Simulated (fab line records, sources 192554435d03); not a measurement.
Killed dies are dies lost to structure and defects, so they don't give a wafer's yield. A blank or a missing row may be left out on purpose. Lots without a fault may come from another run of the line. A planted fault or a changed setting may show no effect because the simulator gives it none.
Chamber matching | flow n5_finfet | N5_HKMG_FIN_ETCH_54 on rie_diel-04: 4 sister chambers
The step etches SiARC in CF4, target depth 45.5 nm, time 75.8 s. 14 wafers are shown with their chamber, then 7 later ones without.

WAFERS WITH THEIR CHAMBER
wafer  | chamber | showerhead_plenum_p_Torr (Torr) | drypump_motor_current_A (A) | throttle_valve_pct (%)
L735.1 | 2       | 2.11                            | 6.1                         | 15.67
L735.2 | 0       | 2.28                            | 6.4                         | 15.26
L735.3 | 1       | 2.05                            | 6.1                         | 15.46
L739.2 | 3       | 2.13                            | 6.0                         | 15.49
L739.5 | 2       | 2.11                            | 6.1                         | 15.66
L739.6 | 1       | 2.04                            | 6.1                         | 15.45
L744.1 | 1       | 2.04                            | 6.1                         | 15.49
L744.3 | 2       | 2.10                            | 6.1                         | 15.68
L744.5 | 3       | 2.12                            | 6.0                         | 15.52
L746.1 | 3       | 2.12                            | 5.9                         | 15.52
L746.2 | 2       | 2.10                            | 6.1                         | 15.71
L746.6 | 1       | 2.04                            | 6.1                         | 15.50
L748.1 | 3       | 2.12                            | 6.0                         | 15.53
L748.5 | 3       | 2.12                            | 5.9                         | 15.53

SIGNATURES (means of the wafers above)
reading                  | chamber 0 | chamber 1 | chamber 2 | chamber 3 | scatter within a chamber
showerhead_plenum_p_Torr | 2.2800    | 2.0425    | 2.1050    | 2.1220    | 0.00505
drypump_motor_current_A  | 6.400     | 6.100     | 6.100     | 5.960     | 0.0346
throttle_valve_pct       | 15.2600   | 15.4750   | 15.6800   | 15.5180   | 0.0204
Rule: a wafer's distance from a chamber is the root of the sum, over the readings, of the square of ((its reading less the chamber's mean) divided by the reading's scatter). The wafer belongs to the nearest chamber; if the next one is less than 2 further off, it can't be placed. The scatter: the root of (the sum of the squares of (reading less its chamber's mean) over the shown wafers, divided by (wafers less chambers)).

WAFERS WITHOUT THEIR CHAMBER
wafer  | showerhead_plenum_p_Torr (Torr) | drypump_motor_current_A (A) | throttle_valve_pct (%)
L748.6 | 2.27                            | 6.4                         | 15.32
L754.3 | 2.09                            | 6.1                         | 15.74
L754.5 | 2.09                            | 6.1                         | 15.75
L754.6 | 2.03                            | 6.1                         | 15.52
L756.2 | 2.03                            | 6.1                         | 15.54
L756.5 | 2.03                            | 6.1                         | 15.56
L756.6 | 2.09                            | 6.1                         | 15.74

WHICH CHAMBER EACH WENT THROUGH
wafer  | from the rows above | in truth
L748.6 | 0                   | 0
L754.3 | 2                   | 2
L754.5 | 2                   | 2
L754.6 | 1                   | 1
L756.2 | 1                   | 1
L756.5 | 1                   | 1
L756.6 | 2                   | 2
Placed correctly: 7 of 7. Can't be placed from these rows: 0. Placed wrongly: 0.
